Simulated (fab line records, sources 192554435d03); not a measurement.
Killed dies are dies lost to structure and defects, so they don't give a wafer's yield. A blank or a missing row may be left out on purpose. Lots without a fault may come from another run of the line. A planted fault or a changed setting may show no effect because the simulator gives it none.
One fault seen from 3 desks | flow n5_finfet | each desk has only its own numbers; what lay behind them comes last

THE METROLOGY DESK
What the gauges read, lot by lot, whatever tool the lot ran on: means of the sampled wafers that have a number. A lot is out of limits, marked OUT, if its mean lies more than 4 standard deviations from the usual mean; the brackets give that distance. Of its 12 readings 7 are shown: those that lie furthest out on some lot.
Columns: A = cd_nm at N5_SDB_CD_MEAS_11, usual 50.0 nm; B = SDB_OVL at N5_SDB_OVL_MEAS_12, usual 0.0 nm; C = DIBL_N at N5_BEOL_M4_RC_MEAS_101, usual 37.0 mV/V; D = IOFF_N at N5_BEOL_M4_RC_MEAS_101, usual 0.17 nA/um; E = ION_N at N5_BEOL_M4_RC_MEAS_101, usual 675 uA/um; F = SS_N at N5_BEOL_M4_RC_MEAS_101, usual 71.7 mV/dec; G = SS_P at N5_BEOL_M4_RC_MEAS_101, usual 73.6 mV/dec
lot  | first seen here | A    | B    | C    | D    | E   | F    | G
L785 | day 4 16:15     | 50.2 | -0.2 | 36.2 | 0.15 | 675 | 71.4 | 73.2
L789 | day 5 20:02     | 50.0 | 0.3  | 35.9 | 0.14 | 662 | 71.0 | 73.1
L790 | day 5 22:02     | 49.0 | 0.6  | 37.2 | 0.18 | 670 | 72.0 | 73.4
L793 | day 6 19:41     | 49.4 | 0.6  | 36.5 | 0.18 | 675 | 71.0 | 73.7
L800 | day 8 13:23     | 50.4 | 0.1  | 39.8 | 0.22 | 696 | 71.3 | 74.7
L803 | day 9 04:47     | 52.0 | -1.2 | 38.1 | 0.22 | 676 | 72.5 | 74.4
This desk's finding: nothing out of limits on any of the 6 lots.

THE DEFECT DESK
What the inspections along the route counted, lot by lot: means of the sampled wafers that have a number. A lot is out of limits, marked OUT, if its mean lies more than 4 standard deviations from the usual mean; the brackets give that distance.
Columns: A = raw_defect_count at N5_SDB_INSPECT_13, usual 66
lot  | first seen here | A
L785 | day 4 16:18     | 82
L789 | day 5 20:06     | 68
L790 | day 5 22:05     | 28
L793 | day 6 19:44     | 71
L800 | day 8 13:26     | 38
L803 | day 9 04:50     | 97
This desk's finding: nothing out of limits on any of the 6 lots.

THE TOOL OWNER'S DESK: rie_diel-03
The tool's own readings at N5_SDB_ETCH_25 (etches SiO2 in C4F6/O2, target depth 10 nm, time 3.3 s): means of the sampled wafers that have a number, for each lot that ran on this tool. A lot is out of limits, marked OUT, if its mean lies more than 4 standard deviations from the usual mean; the brackets give that distance.
Columns: A = drypump_motor_current_A at N5_SDB_ETCH_25, usual 5.6 A; B = oes_product_au at N5_SDB_ETCH_25, usual 0.76 a.u.; C = rf_vpp_V at N5_SDB_ETCH_25, usual 661 V; D = showerhead_plenum_p_Torr at N5_SDB_ETCH_25, usual 2.84 Torr; E = throttle_valve_pct at N5_SDB_ETCH_25, usual 21.14 %
lot  | first seen here | A   | B    | C   | D    | E
L785 | day 4 16:54     | 6.0 | 0.77 | 657 | 2.75 | 21.35
L789 | day 5 20:44     | 5.1 | 0.78 | 657 | 2.78 | 21.08
L790 | day 5 22:59     | 5.1 | 0.78 | 657 | 2.78 | 21.08
L800 | day 8 14:05     | 5.1 | 0.87 | 656 | 2.79 | 21.02
L803 | day 9 05:24     | 5.7 | 0.91 | 661 | 2.87 | 21.16
This desk's finding: nothing out of limits on any of the 5 lots.

PUT TOGETHER
The metrology desk saw nothing out of limits.
The defect desk saw nothing out of limits.
The tool owner's desk saw nothing out of limits.

WHAT THE SIMULATOR HAD PUT IN
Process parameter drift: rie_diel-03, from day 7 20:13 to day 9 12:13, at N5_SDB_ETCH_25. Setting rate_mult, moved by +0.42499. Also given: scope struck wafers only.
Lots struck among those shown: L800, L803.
